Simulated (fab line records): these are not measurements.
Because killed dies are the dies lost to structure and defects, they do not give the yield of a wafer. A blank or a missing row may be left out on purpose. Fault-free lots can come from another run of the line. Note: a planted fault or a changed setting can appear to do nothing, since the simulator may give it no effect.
Matching of chambers + flow nand harc + NHARC_A_ZERO_WELL_ETCH_19 on rie diel-06 has 4 sister chambers
The step etches the open film in N2/H2, target depth 80 nm, overetch 24 nm, time 87.88 s. 8 wafers are shown with their chamber, then 7 later ones without.

## WAFERS, EACH WITH ITS CHAMBER
| wafer  | chamber | drypump motor current A (A) | oes product au (a.u.) |
|--------|---------|-----------------------------|-----------------------|
| L923.4 | 2       | 5.7                         | 0.973                 |
| L925.3 | 1       | 4.7                         | 1.023                 |
| L925.5 | 2       | 5.7                         | 0.977                 |
| L927.1 | 0       | 5.4                         | 1.011                 |
| L927.3 | 3       | 6.1                         | 0.969                 |
| L927.5 | 0       | 5.4                         | 1.005                 |
| L929.3 | 3       | 6.2                         | 0.985                 |
| L929.4 | 1       | 4.8                         | 1.029                 |

## WAFERS MISSING THEIR CHAMBER
| wafer  | drypump motor current A (A) | oes product au (a.u.) |
|--------|-----------------------------|-----------------------|
| L929.5 | 5.4                         | 1.011                 |
| L931.2 | 5.4                         | 1.009                 |
| L931.5 | 5.7                         | 0.979                 |
| L931.6 | 6.2                         | 0.985                 |
| L941.1 | 6.1                         | 1.000                 |
| L941.3 | 4.7                         | 1.012                 |
| L941.4 | 5.4                         | 0.993                 |

## EACH ONE'S CHAMBER
| wafer  | from the rows above | in truth |
|--------|---------------------|----------|
| L929.5 | 0                   | 0        |
| L931.2 | 0                   | 0        |
| L931.5 | 2                   | 2        |
| L931.6 | 3                   | 3        |
| L941.1 | 3                   | 3        |
| L941.3 | 1                   | 1        |
| L941.4 | 0                   | 0        |
Correct placement for 7 of the 7. Can't be placed from these rows: 0. Placed wrongly: 0.
How it was worked out, from the rows above alone: a wafer's distance from a chamber is the root of the sum, over the readings, of the square of ((its reading less the chamber's mean) divided by the reading's scatter). If the next closest chamber is less than 2 further off than the closest, the wafer can't be placed; otherwise it belongs to the closest. Each chamber's mean is taken over the wafers shown for it. The scatter: take each reading less its chamber's mean, square it, sum over the shown wafers, divide by the number of wafers less the number of chambers, and take the root.
